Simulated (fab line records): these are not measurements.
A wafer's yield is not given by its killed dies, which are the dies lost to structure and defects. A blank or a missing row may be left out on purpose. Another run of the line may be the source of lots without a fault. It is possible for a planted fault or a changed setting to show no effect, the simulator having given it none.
Check of tool commonality + flow n5Finfet + 26 wafers sampled across 10 lots

== REASON FOR OPENING ==
Flagged at N5_GATE_CUT_INSPECT_15: reading rawDefectCount, on 3 of 10 lots. No-fault wafers: 139, standard deviation 41.
Rule: a lot is flagged when every wafer of it that has a number lies more than 4 standard deviations from that mean, or none has a number. The other lots count as sound.

| lot  | measured     | on               | rawDefectCount, wafer by wafer | flag    |
|------|--------------|------------------|--------------------------------|---------|
| L636 | day 5 06:00  | defectInspect-02 | 78 106                         |         |
| L637 | day 5 14:19  | defectInspect-01 | 178 125 178                    |         |
| L640 | day 6 01:38  | defectInspect-02 | 125 96 97                      |         |
| L642 | day 6 17:18  | defectInspect-02 | 97 110 132                     |         |
| L647 | day 7 22:31  | defectInspect-01 | 165 154                        |         |
| L648 | day 8 13:47  | defectInspect-01 | 83 101                         |         |
| L649 | day 8 17:29  | defectInspect-01 | 1315 1259 1317                 | FLAGGED |
| L650 | day 9 00:36  | defectInspect-01 | 1316 1304 1252                 | FLAGGED |
| L652 | day 9 04:09  | defectInspect-01 | 1298 1320 1372                 | FLAGGED |
| L657 | day 10 10:27 | defectInspect-02 | 212 179                        |         |
The mean of the flagged lots' numbers is 1306, +1167 from the usual (+28 standard deviations).

== LOT BY LOT: THE TOOL USED ==
The record holds 3 process steps before the reading, out of a route of 1938 steps. Every cell lists first the tool, next ch and the chambers used by the sampled wafers, and last the start.
| lot  | flag    | N5_HKMG_FIN_ETCH_67              | N5_GATE_CUT_VAPOR_ETCH_60       | N5_GATE_CUT_CMP_02           |
|------|---------|----------------------------------|---------------------------------|------------------------------|
| L636 |         | rieDiel-05 ch 3, day 4 19:25     | rieMetal-02 ch 0,1, day 4 21:41 | cmp-04 ch 0,1, day 5 05:17   |
| L637 |         | rieDiel-03 ch 0,1,2, day 5 08:32 | rieMetal-02 ch 0,1, day 5 10:47 | cmp-02 ch 0,2,3, day 5 13:32 |
| L640 |         | rieDiel-05 ch 2,3, day 5 19:34   | rieMetal-01 ch 0,1, day 5 21:53 | cmp-02 ch 2,3, day 6 00:48   |
| L642 |         | rieDiel-04 ch 1,2,3, day 6 11:37 | rieMetal-03 ch 0,1, day 6 13:53 | cmp-03 ch 0,1,2, day 6 16:31 |
| L647 |         | rieDiel-03 ch 1,2, day 7 16:49   | rieMetal-02 ch 0,1, day 7 19:07 | cmp-04 ch 2,3, day 7 21:52   |
| L648 |         | rieDiel-03 ch 0,3, day 8 07:57   | rieMetal-03 ch 0,1, day 8 10:14 | cmp-03 ch 1,2, day 8 13:10   |
| L649 | FLAGGED | rieDiel-05 ch 0,2,3, day 8 10:45 | rieMetal-03 ch 0,1, day 8 13:03 | cmp-04 ch 1,2,3, day 8 16:36 |
| L650 | FLAGGED | rieDiel-03 ch 1,2,3, day 8 16:59 | rieMetal-01 ch 0,1, day 8 19:19 | cmp-04 ch 1,2,3, day 8 23:50 |
| L652 | FLAGGED | rieDiel-05 ch 0,1, day 8 22:17   | rieMetal-02 ch 0,1, day 9 00:42 | cmp-04 ch 0,2, day 9 03:26   |
| L657 |         | rieDiel-05 ch 0,2, day 10 04:21  | rieMetal-02 ch 1, day 10 07:01  | cmp-02 ch 1,2, day 10 09:46  |
What the steps here do:
- N5_HKMG_FIN_ETCH_67: etches SOC in N2/H2, stops on TiN, target depth 388.9 nm.
- N5_GATE_CUT_VAPOR_ETCH_60: etches HfO2 in BCl3/Cl2.
- N5_GATE_CUT_CMP_02: polishes, stops on SiO2, t overpolish 12.7 s, target thk 0 nm.
- N5_GATE_CUT_INSPECT_15: inspects for defects (brightfield).

== FLAGGED OVER TOTAL, TOOL BY TOOL (the gauges that took the reading come last) ==
| step                      | tool             | lots run | flagged | share of the flagged lots | sound lots run after its first flagged lot |
|---------------------------|------------------|----------|---------|---------------------------|--------------------------------------------|
| N5_HKMG_FIN_ETCH_67       | rieDiel-03       | 4        | 1       | some                      | 0                                          |
| N5_HKMG_FIN_ETCH_67       | rieDiel-04       | 1        | 0       | none                      | -                                          |
| N5_HKMG_FIN_ETCH_67       | rieDiel-05       | 5        | 2       | some                      | 1 (L657)                                   |
| N5_GATE_CUT_VAPOR_ETCH_60 | rieMetal-01      | 2        | 1       | some                      | 0                                          |
| N5_GATE_CUT_VAPOR_ETCH_60 | rieMetal-02      | 5        | 1       | some                      | 1 (L657)                                   |
| N5_GATE_CUT_VAPOR_ETCH_60 | rieMetal-03      | 3        | 1       | some                      | 0                                          |
| N5_GATE_CUT_CMP_02        | cmp-02           | 3        | 0       | none                      | -                                          |
| N5_GATE_CUT_CMP_02        | cmp-03           | 2        | 0       | none                      | -                                          |
| N5_GATE_CUT_CMP_02        | cmp-04           | 5        | 3       | all                       | 0                                          |
| N5_GATE_CUT_INSPECT_15    | defectInspect-01 | 6        | 3       | all                       | 0                                          |
| N5_GATE_CUT_INSPECT_15    | defectInspect-02 | 4        | 0       | none                      | -                                          |

== WHAT THE TABLE PERMITS ==
In 2 table rows, all flagged lots were run: cmp-04 (N5_GATE_CUT_CMP_02), defectInspect-01 (N5_GATE_CUT_INSPECT_15).
- cmp-04 at N5_GATE_CUT_CMP_02 ran 5 lots, 3 of them flagged. Its last sound lot is L647 (day 7 21:52), its first flagged lot L649 (day 8 16:36): a fault that began between those two fits.
- defectInspect-01 at N5_GATE_CUT_INSPECT_15 ran 6 lots, 3 of them flagged. Its last sound lot is L648 (day 8 13:47), its first flagged lot L649 (day 8 17:29): a fault that began between those two fits.
A lot count leaves these 2 tools indistinguishable: every one of them fits a fault beginning at some hour. More lots, or a look at what each step does to the wafer, might.

== WHAT THE SIMULATOR PUT IN ==
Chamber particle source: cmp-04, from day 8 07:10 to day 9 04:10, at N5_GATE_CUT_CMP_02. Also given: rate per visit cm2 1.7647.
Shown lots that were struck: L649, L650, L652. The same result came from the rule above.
